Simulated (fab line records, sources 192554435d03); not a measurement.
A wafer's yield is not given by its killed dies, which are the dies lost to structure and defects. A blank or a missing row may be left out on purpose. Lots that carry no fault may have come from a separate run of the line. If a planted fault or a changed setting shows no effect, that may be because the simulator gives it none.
Chamber matching -- flow n5_finfet -- N5_HKMG_FIN_DESCUM_53 on rie_diel-04 has 4 sister chambers
The step chemistry O2, time 7.9 s. 7 wafers are shown with their chamber, then 10 later ones without.

WAFERS, EACH WITH ITS CHAMBER
wafer,chamber,showerhead_plenum_p_Torr (Torr),throttle_valve_pct (%)
L077.2,0,2.06,20.56
L086.2,2,2.11,20.54
L087.2,2,2.11,20.54
L089.1,3,2.22,20.24
L089.4,1,2.17,20.67
L091.1,1,2.16,20.71
L091.2,3,2.22,20.25

WAFERS WITH NO CHAMBER GIVEN
wafer,showerhead_plenum_p_Torr (Torr),throttle_valve_pct (%)
L091.3,2.11,20.54
L092.2,2.22,20.24
L092.4,2.22,20.25
L092.6,2.11,20.56
L096.1,2.05,20.26
L096.2,2.11,20.56
L096.5,2.21,20.26
L097.2,2.16,20.72
L097.3,2.21,20.28
L097.4,2.11,20.56

WHICH CHAMBER EACH ONE RAN IN
wafer,from the rows above,in truth
L091.3,2,2
L092.2,3,3
L092.4,3,3
L092.6,2,2
L096.1,0,0
L096.2,2,2
L096.5,3,3
L097.2,1,1
L097.3,3,3
L097.4,2,2
10 of 10 placed correctly. Left unplaced by these rows: 0. Number placed wrongly: 0.
How it was worked out, from the rows above alone: a wafer's distance from a chamber is the root of the sum, over the readings, of the square of ((its reading less the chamber's mean) divided by the reading's scatter). The wafer belongs to the nearest chamber; if the next one is less than 2 further off, it can't be placed. Each chamber's mean is taken over the wafers shown for it. How the scatter is found: for the shown wafers, subtract from each reading the mean of its chamber, square and add these, divide the total by (wafers less chambers), then take the root.
